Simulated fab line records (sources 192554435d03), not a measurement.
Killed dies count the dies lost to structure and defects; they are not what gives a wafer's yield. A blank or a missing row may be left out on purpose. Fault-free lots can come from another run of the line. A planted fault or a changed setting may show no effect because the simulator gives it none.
A struck lot beside a sound one | flow n5 finfet | 30 out of 1938 route steps
Sound: these wafers, L192.2, L192.4, L192.6. Wafers L208.1, L208.2, L208.3 were the ones struck. The cause is named last.
For every step that has rows: the tool of each side, followed by ch and its chambers, followed by its first start. Under that, the readings that differ: sound wafers | struck wafers | difference of the means | sigmas: that difference in standard deviations of wafers without a fault.
alike: readings whose means differ by less than 2 such deviations, and words and numbers that are the same on both sides. not compared: withheld readings, readings that some wafer has no value for, bounds like >300 that may hide the same value, and numbers for which the record gives no deviation and whose values overlap.
Wherever a step has rows on one side only, a row that says differs or no value, or a row with sigmas, the two part there. Numbers that have no deviation but don't overlap get no sigmas and don't part them. A reading that every wafer of one side lacks parts them only if that side has two wafers or more.

first, 9 steps without rows for these wafers: N5_BEOL_M3_COAT_62 (time 60 s, resist thk 12 nm); N5_BEOL_M3_COAT_73 (time 60 s, resist thk 5 nm); N5_BEOL_M3_COAT_05 (resist thk 30 nm); N5_BEOL_M3_EBR_07; N5_BEOL_M3_SOFTBAKE_06 (time 60 s); N5_BEOL_M3_EXPOSE_08 (exposes mask M3); N5_BEOL_M3_PEB_09 (peb time 60 s); N5_BEOL_M3_DEVELOP_10 (develop time 30 s); N5_BEOL_M3_DESCUM_16 (chemistry O2, time 7 s).
N5_BEOL_M3_ETCH_74: etches underlayer in N2/H2, target depth 6.5 nm, time 5.2 s.
  sound on rie diel-03 ch 0,1,2, day 8 18:07; struck on rie diel-03 ch 0,1,3, day 12 23:14
  alike: drypump motor current A, etch rf on time s, n2 flow sccm, oes product au, rf vpp V, showerhead plenum p Torr, throttle valve pct
  not compared: rf hours counter h
then, 16 steps without rows for these wafers: N5_BEOL_M3_ETCH_63 (etches SiARC in CF4, target depth 15.6 nm, time 26 s); N5_BEOL_M3_ETCH_64 (etches SOC in N2/H2, target depth 75 nm, overetch 15 nm, time 112.5 s); N5_BEOL_M3_STRIP_65 (strips in N2/H2); N5_BEOL_M3_STRIP_75 (strips in N2/H2); N5_BEOL_M3_STRIP_66 (strips in CF4); N5_BEOL_M3_HM_OPEN_17 (chemistry Cl2/BCl3, target TiN, target depth 20 nm, overetch 6 nm); N5_BEOL_M3_STRIP_19 (strips in O2); N5_BEOL_M3_COAT_67 (time 60 s, resist thk 60 nm); N5_BEOL_M3_COAT_68 (time 60 s, resist thk 12 nm); N5_BEOL_M3_COAT_76 (time 60 s, resist thk 5 nm); N5_BEOL_M3_COAT_22 (resist thk 30 nm); N5_BEOL_M3_EBR_24; N5_BEOL_M3_SOFTBAKE_23 (time 60 s); N5_BEOL_M3_EXPOSE_25 (exposes mask V2, defocus 5 nm); N5_BEOL_M3_PEB_26 (peb time 60 s); N5_BEOL_M3_DEVELOP_27 (develop time 30 s).
N5_BEOL_M3_INSPECT_30: inspects for defects (brightfield).
  struck on defect inspect-02, day 13 00:11; sound on defect inspect-01, day 8 19:13
  reading          | sound       | struck         | difference | sigmas
  raw defect count | 308 271 439 | 1815 1638 1583 | +1339      | +14
then, 1 step without rows for these wafers: N5_BEOL_M3_DESCUM_33 (chemistry O2, time 7 s).
N5_BEOL_M4_RC_MEAS_101:
  sound on prober-01 ch 0, day 9 22:13; struck on prober-01 ch 0, day 14 03:24
  reading       | sound          | struck         | difference | sigmas
  DIBL_N (mV/V) | 34.1 36.1 29.5 | 38.3 37.9 40.6 | +5.7       | +2
  VT_P (mV)     | -255 -252 -259 | -247 -248 -246 | +8         | +2
  alike: DIBL_P, IOFF_N, IOFF_P, ION_N, ION_P, SS_N, SS_P, VT_N
-- the record jumps here: 5 days lie between the struck wafers' starts before and after (it left off in module BEOL_M4 and takes up again in module PASSIVATION, whose first step shown is number 1936 of the route) --
N5_PASSIVATION_PROBE_49:
  rows exist in the record for the struck wafers here (prober-01, day 19 00:28), but not for the sound ones

## WHERE THEY PART
First at N5_BEOL_M3_INSPECT_30; last, within this record, at N5_PASSIVATION_PROBE_49.

WHY: whatever the simulator had introduced
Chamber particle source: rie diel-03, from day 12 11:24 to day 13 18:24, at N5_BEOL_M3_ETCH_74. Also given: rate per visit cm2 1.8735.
